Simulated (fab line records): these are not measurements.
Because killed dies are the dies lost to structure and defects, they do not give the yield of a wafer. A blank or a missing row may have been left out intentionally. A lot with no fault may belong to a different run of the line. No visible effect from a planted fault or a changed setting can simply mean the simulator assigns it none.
Chamber matching    flow n5 finfet    N5_FIN_SAQP_ETCH_57 on rie diel-04 has 4 sister chambers
The step etches SiNx in CH3F/O2, target depth 32.5 nm, time 46.4 s. 24 wafers are shown with their chamber, then 12 later ones without.

## WAFERS, EACH WITH ITS CHAMBER
wafer   chamber  showerhead plenum p Torr (Torr)  drypump motor current A (A)  throttle valve pct (%)
L075.2  1        2.05                             6.02                         16.58
L075.3  2        1.91                             5.44                         16.71
L075.5  0        2.00                             5.42                         16.26
L078.1  2        1.91                             5.44                         16.73
L078.2  0        2.00                             5.44                         16.27
L078.3  1        2.05                             6.01                         16.59
L079.2  2        1.91                             5.46                         16.73
L079.4  2        1.91                             5.46                         16.74
L079.6  0        2.00                             5.41                         16.29
L080.1  3        2.15                             6.02                         16.21
L080.2  1        2.05                             6.03                         16.58
L080.6  0        2.00                             5.41                         16.27
L081.2  2        1.91                             5.45                         16.74
L081.3  1        2.05                             6.05                         16.59
L081.5  1        2.05                             6.03                         16.59
L082.4  1        2.05                             6.03                         16.61
L082.5  1        2.05                             6.06                         16.61
L082.6  0        1.99                             5.39                         16.30
L083.2  0        1.99                             5.43                         16.28
L083.3  3        2.14                             6.01                         16.23
L083.5  3        2.14                             6.02                         16.22
L086.2  2        1.91                             5.46                         16.76
L086.3  0        1.99                             5.43                         16.29
L086.4  3        2.14                             6.02                         16.24

SIGNATURES (means of the wafers above)
reading                   chamber 0  chamber 1  chamber 2  chamber 3  scatter within a chamber
showerhead plenum p Torr  1.9957     2.0500     1.9100     2.1425     0.00351
drypump motor current A   5.4186     6.0329     5.4517     6.0175     0.0141
throttle valve pct        16.2800    16.5929    16.7350    16.2250    0.0141
Rule: distance of a wafer from a chamber = root of the sum over the readings of ((wafer's reading minus chamber's mean) / reading's scatter) squared. If the next closest chamber is less than 2 further off than the closest, the wafer can't be placed; otherwise it belongs to the closest. The scatter is the square root of a quotient: the sum, over the shown wafers, of each reading's squared deviation from its chamber's mean, divided by wafers minus chambers.

## WAFERS WITH NO CHAMBER GIVEN
wafer   showerhead plenum p Torr (Torr)  drypump motor current A (A)  throttle valve pct (%)
L089.2  1.90                             5.45                         16.78
L089.4  2.04                             6.06                         16.62
L089.5  1.90                             5.44                         16.78
L090.2  1.90                             5.44                         16.78
L090.3  2.14                             6.01                         16.26
L090.4  1.99                             5.41                         16.32
L091.3  1.90                             5.46                         16.79
L091.4  2.14                             6.03                         16.27
L091.6  2.04                             6.03                         16.63
L097.1  2.04                             6.06                         16.12
L097.5  1.90                             5.46                         16.82
L097.6  2.04                             6.00                         16.12

## WHICH CHAMBER EACH ONE RAN IN
wafer    from the rows above   in truth
L089.2   2                     2
L089.4   1                     1
L089.5   2                     2
L090.2   2                     2
L090.3   3                     3
L090.4   0                     0
L091.3   2                     2
L091.4   3                     3
L091.6   1                     1
L097.1   3                     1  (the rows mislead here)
L097.5   2                     2
L097.6   3                     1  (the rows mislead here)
Correctly placed: 10 of 12. From these rows, 0 cannot be placed. Number placed wrongly: 2.
